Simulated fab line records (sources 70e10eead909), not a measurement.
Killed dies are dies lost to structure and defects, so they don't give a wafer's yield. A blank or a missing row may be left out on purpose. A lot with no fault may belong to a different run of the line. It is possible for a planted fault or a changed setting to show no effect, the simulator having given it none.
Which tool was responsible? / flow nand_harc / 12 lots with 36 wafers sampled at 6 steps, on a route of 1159 steps

## WHAT EACH GAUGE READ, for each wafer
NHARC_P_M1_CD_MEAS_09 targets a cd of 130 nm.
lot=L151; measured=day 6 09:45; on=cd_sem-02; cd_nm (nm)=129.6 130.0 130.2
lot=L154; measured=day 6 13:08; on=cd_sem-03; cd_nm (nm)=130.3 130.5 131.2
lot=L153; measured=day 6 15:12; on=cd_sem-02; cd_nm (nm)=129.1 129.2 128.7
lot=L155; measured=day 7 00:08; on=cd_sem-03; cd_nm (nm)=128.6 128.4 128.5
lot=L160; measured=day 8 06:08; on=cd_sem-02; cd_nm (nm)=135.9 136.8 136.7 136.2 136.4 136.7
lot=L163; measured=day 9 02:47; on=cd_sem-01; cd_nm (nm)=137.2 137.9 136.8 137.5 137.6 137.1
lot=L165; measured=day 9 03:05; on=cd_sem-01; cd_nm (nm)=131.1 129.5 130.3
lot=L162; measured=day 9 04:17; on=cd_sem-03; cd_nm (nm)=136.6 136.0 135.5 136.6 135.9 135.5
lot=L164; measured=day 9 11:28; on=cd_sem-01; cd_nm (nm)=129.6 129.6 129.9
lot=L166; measured=day 10 00:10; on=cd_sem-02; cd_nm (nm)=129.8 131.7 130.7
lot=L167; measured=day 10 03:36; on=cd_sem-01; cd_nm (nm)=131.0 130.9 132.3
lot=L173; measured=day 11 08:38; on=cd_sem-01; cd_nm (nm)=131.0 130.4 131.6

NHARC_END_SORT_01.
lot=L163; measured=day 22 22:19; on=prober-02; defect_limited_yield (%)=95.6 94.7 96.0; killed_at_array=29 33 26; killed_at_other=0 0 0; killed_at_periphery=1 3 1; killed_dies=30 36 27; killed_open=1 4 4; killed_short=4 3 3; sort_bin_2_pct (%)=1.6 2.2 1.2; sort_bin_3_pct (%)=0.15 0 0.30; sort_bin_4_pct (%)=2.7 3.1 2.5; sort_n_pass=647 641 650; sort_rim_yield_pct (%)=91 96 93; sort_yield_pct (%)=95.6 94.7 96.0

## WHAT TOOL EACH LOT RAN ON (gives the tool, then ch and the chambers of the sampled wafers, and finally the start)
lot=L151; NHARC_P_M0_DEGAS_28=pvd_sputter-01, day 6 06:38; NHARC_P_M0_PVD_20=pvd_sputter-01, day 6 09:40 or earlier; NHARC_P_M1_PEB_07=litho_track-01 ch 0, day 6 09:40; NHARC_P_M1_DESCUM_14=rie_diel-03 ch 0,1,2, day 6 09:57
lot=L154; NHARC_P_M0_DEGAS_28=pvd_sputter-02, day 6 10:19; NHARC_P_M0_PVD_20=pvd_sputter-02, day 6 13:03 or earlier; NHARC_P_M1_PEB_07=litho_track-04 ch 0, day 6 13:03; NHARC_P_M1_DESCUM_14=rie_diel-04 ch 0,2,3, day 6 13:19
lot=L153; NHARC_P_M0_DEGAS_28=pvd_sputter-01, day 6 12:11; NHARC_P_M0_PVD_20=pvd_sputter-01, day 6 15:07 or earlier; NHARC_P_M1_PEB_07=litho_track-01 ch 0, day 6 15:07; NHARC_P_M1_DESCUM_14=rie_diel-08 ch 0,2,3, day 6 15:23
lot=L155; NHARC_P_M0_DEGAS_28=pvd_sputter-03, day 6 17:18; NHARC_P_M0_PVD_20=pvd_sputter-03, day 7 00:04 or earlier; NHARC_P_M1_PEB_07=litho_track-01 ch 0, day 7 00:04; NHARC_P_M1_DESCUM_14=rie_diel-03 ch 0,1, day 7 00:20
lot=L160; NHARC_P_M0_DEGAS_28=pvd_sputter-01, day 8 03:08; NHARC_P_M0_PVD_20=pvd_sputter-01, day 8 06:03 or earlier; NHARC_P_M1_PEB_07=litho_track-01 ch 0, day 8 06:03; NHARC_P_M1_DESCUM_14=rie_diel-04 ch 2,3, day 8 13:20
lot=L163; NHARC_P_M0_DEGAS_28=pvd_sputter-01, day 8 23:40; NHARC_P_M0_PVD_20=pvd_sputter-01, day 9 02:42 or earlier; NHARC_P_M1_PEB_07=litho_track-01 ch 0, day 9 02:42; NHARC_P_M1_DESCUM_14=rie_diel-04 ch 1,2, day 9 06:27
lot=L165; NHARC_P_M0_DEGAS_28=pvd_sputter-03, day 9 00:06; NHARC_P_M0_PVD_20=pvd_sputter-03, day 9 03:01 or earlier; NHARC_P_M1_PEB_07=litho_track-04 ch 0, day 9 03:01; NHARC_P_M1_DESCUM_14=rie_diel-03 ch 1,2,3, day 9 03:19
lot=L162; NHARC_P_M0_DEGAS_28=pvd_sputter-02, day 9 01:02; NHARC_P_M0_PVD_20=pvd_sputter-02, day 9 04:12 or earlier; NHARC_P_M1_PEB_07=litho_track-01 ch 0, day 9 04:12; NHARC_P_M1_DESCUM_14=rie_diel-04 ch 1,2,3, day 9 06:06
lot=L164; NHARC_P_M0_DEGAS_28=pvd_sputter-03, day 9 08:17; NHARC_P_M0_PVD_20=pvd_sputter-03, day 9 11:23 or earlier; NHARC_P_M1_PEB_07=litho_track-06 ch 0, day 9 11:23; NHARC_P_M1_DESCUM_14=rie_diel-08 ch 0,2, day 9 11:38
lot=L166; NHARC_P_M0_DEGAS_28=pvd_sputter-03, day 9 21:13; NHARC_P_M0_PVD_20=pvd_sputter-03, day 10 00:05 or earlier; NHARC_P_M1_PEB_07=litho_track-04 ch 0, day 10 00:05; NHARC_P_M1_DESCUM_14=rie_diel-08 ch 1,3, day 10 00:21
lot=L167; NHARC_P_M0_DEGAS_28=pvd_sputter-01, day 10 00:38; NHARC_P_M0_PVD_20=pvd_sputter-01, day 10 03:31 or earlier; NHARC_P_M1_PEB_07=litho_track-04 ch 0, day 10 03:31; NHARC_P_M1_DESCUM_14=rie_diel-08 ch 0,3, day 10 03:47
lot=L173; NHARC_P_M0_DEGAS_28=pvd_sputter-03, day 11 05:43; NHARC_P_M0_PVD_20=pvd_sputter-03, day 11 08:34 or earlier; NHARC_P_M1_PEB_07=litho_track-04 ch 0, day 11 08:34; NHARC_P_M1_DESCUM_14=rie_diel-04 ch 0,1,3, day 11 08:50
- NHARC_P_M0_DEGAS_28: time 60 s.
- NHARC_P_M0_PVD_20: deposits TaN, target thk 5 nm, time 8.06 s.
- NHARC_P_M1_PEB_07: peb time 65 s.
- NHARC_P_M1_DESCUM_14: chemistry O2, time 3 s.

## WHAT THE TOOLS THEMSELVES READ (means of the sampled wafers that have a number; where no wafer has one, the mark that the record gives instead)
NHARC_P_M0_DEGAS_28.
lot=L151; tool=pvd_sputter-01; heater_power_w (W)=339
lot=L154; tool=pvd_sputter-02; heater_power_w (W)=366
lot=L153; tool=pvd_sputter-01; heater_power_w (W)=337
lot=L155; tool=pvd_sputter-03; heater_power_w (W)=364
lot=L160; tool=pvd_sputter-01; heater_power_w (W)=336
lot=L163; tool=pvd_sputter-01; heater_power_w (W)=328
lot=L165; tool=pvd_sputter-03; heater_power_w (W)=362
lot=L162; tool=pvd_sputter-02; heater_power_w (W)=350
lot=L164; tool=pvd_sputter-03; heater_power_w (W)=375
lot=L166; tool=pvd_sputter-03; heater_power_w (W)=359
lot=L167; tool=pvd_sputter-01; heater_power_w (W)=333
lot=L173; tool=pvd_sputter-03; heater_power_w (W)=367

NHARC_P_M0_PVD_20.
lot=L151; tool=pvd_sputter-01; throttle_valve_pct (%)=29.5
lot=L154; tool=pvd_sputter-02; throttle_valve_pct (%)=30.2
lot=L153; tool=pvd_sputter-01; throttle_valve_pct (%)=30.3
lot=L155; tool=pvd_sputter-03; throttle_valve_pct (%)=30.0
lot=L160; tool=pvd_sputter-01; throttle_valve_pct (%)=29.2
lot=L163; tool=pvd_sputter-01; throttle_valve_pct (%)=29.5
lot=L165; tool=pvd_sputter-03; throttle_valve_pct (%)=29.8
lot=L162; tool=pvd_sputter-02; throttle_valve_pct (%)=30.2
lot=L164; tool=pvd_sputter-03; throttle_valve_pct (%)=29.8
lot=L166; tool=pvd_sputter-03; throttle_valve_pct (%)=29.5
lot=L167; tool=pvd_sputter-01; throttle_valve_pct (%)=30.4
lot=L173; tool=pvd_sputter-03; throttle_valve_pct (%)=29.6

NHARC_P_M1_DESCUM_14.
lot=L151; tool=rie_diel-03; drypump_motor_current_A (A)=5.5; oes_product_au (a.u.)=1.002; rf_vpp_V (V)=58.0; showerhead_plenum_p_Torr (Torr)=1.88; throttle_valve_pct (%)=11.310
lot=L154; tool=rie_diel-04; drypump_motor_current_A (A)=5.5; oes_product_au (a.u.)=1.000; rf_vpp_V (V)=57.4; showerhead_plenum_p_Torr (Torr)=1.91; throttle_valve_pct (%)=11.308
lot=L153; tool=rie_diel-08; drypump_motor_current_A (A)=5.9; oes_product_au (a.u.)=0.999; rf_vpp_V (V)=57.7; showerhead_plenum_p_Torr (Torr)=1.92; throttle_valve_pct (%)=11.316
lot=L155; tool=rie_diel-03; drypump_motor_current_A (A)=5.4; oes_product_au (a.u.)=1.015; rf_vpp_V (V)=57.7; showerhead_plenum_p_Torr (Torr)=1.83; throttle_valve_pct (%)=11.307
lot=L160; tool=rie_diel-04; drypump_motor_current_A (A)=5.6; oes_product_au (a.u.)=1.014; rf_vpp_V (V)=57.9; showerhead_plenum_p_Torr (Torr)=1.94; throttle_valve_pct (%)=11.308
lot=L163; tool=rie_diel-04; drypump_motor_current_A (A)=6.0; oes_product_au (a.u.)=0.992; rf_vpp_V (V)=58.2; showerhead_plenum_p_Torr (Torr)=1.99; throttle_valve_pct (%)=11.317
lot=L165; tool=rie_diel-03; drypump_motor_current_A (A)=5.7; oes_product_au (a.u.)=1.001; rf_vpp_V (V)=58.5; showerhead_plenum_p_Torr (Torr)=1.93; throttle_valve_pct (%)=11.307
lot=L162; tool=rie_diel-04; drypump_motor_current_A (A)=5.9; oes_product_au (a.u.)=1.001; rf_vpp_V (V)=58.2; showerhead_plenum_p_Torr (Torr)=1.95; throttle_valve_pct (%)=11.306
lot=L164; tool=rie_diel-08; drypump_motor_current_A (A)=5.7; oes_product_au (a.u.)=0.996; rf_vpp_V (V)=56.9; showerhead_plenum_p_Torr (Torr)=1.95; throttle_valve_pct (%)=11.316
lot=L166; tool=rie_diel-08; drypump_motor_current_A (A)=6.1; oes_product_au (a.u.)=1.003; rf_vpp_V (V)=57.1; showerhead_plenum_p_Torr (Torr)=1.87; throttle_valve_pct (%)=11.303
lot=L167; tool=rie_diel-08; drypump_motor_current_A (A)=6.2; oes_product_au (a.u.)=1.004; rf_vpp_V (V)=58.1; showerhead_plenum_p_Torr (Torr)=1.90; throttle_valve_pct (%)=11.313
lot=L173; tool=rie_diel-04; drypump_motor_current_A (A)=5.6; oes_product_au (a.u.)=0.997; rf_vpp_V (V)=58.0; showerhead_plenum_p_Torr (Torr)=1.89; throttle_valve_pct (%)=11.317

## THE ANSWER, worked out from the rows above alone
Rule: the usual values come from the lots themselves. The widest of any qualifying gaps counts: lots, ordered by their means at a reading, are off when they make up no more than a third of the lots, leave a main group of 4 or more, and stand apart from it by 3 or more times the standard deviation of that group's means. A main group whose means are all the same, to the digits that the tables above print for the reading, isn't used. A lot without any number at a reading at which 4 lots or more have one is off too. The other lots that the step has rows for count as sound. The gauges are gone through in route order, then the tools' own readings, and for those a lot's mean is taken as printed above. At the first step where some lot is off, the reading lying furthest off is the one used; lots without a number count as furthest.
Off: L160, L163, L162, at NHARC_P_M1_CD_MEAS_09 (cd_nm). Mean 130.1 nm and standard deviation 0.89 in the main group.
A tool fits if, at a process step before that reading, it ran every lot that is off, and no sound lot after the first of them. Gauges at NHARC_P_M1_CD_MEAS_09: tried the same way as those tools. With no start given for some of its lots, NHARC_P_M0_PVD_20 uses the hours and lot order of NHARC_P_M1_PEB_07. One fits: litho_track-01 at NHARC_P_M1_PEB_07. A fault onset in the window from L155 (day 7 00:04, its last sound lot) to L160 (day 8 06:03, its first lot off) fits.

## WHAT THE SIMULATOR PUT IN
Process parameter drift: litho_track-01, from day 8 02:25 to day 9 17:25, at NHARC_P_M1_PEB_07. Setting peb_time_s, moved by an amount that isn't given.
Lots struck among those shown: L160, L163, L162. The rule given above showed the same thing.
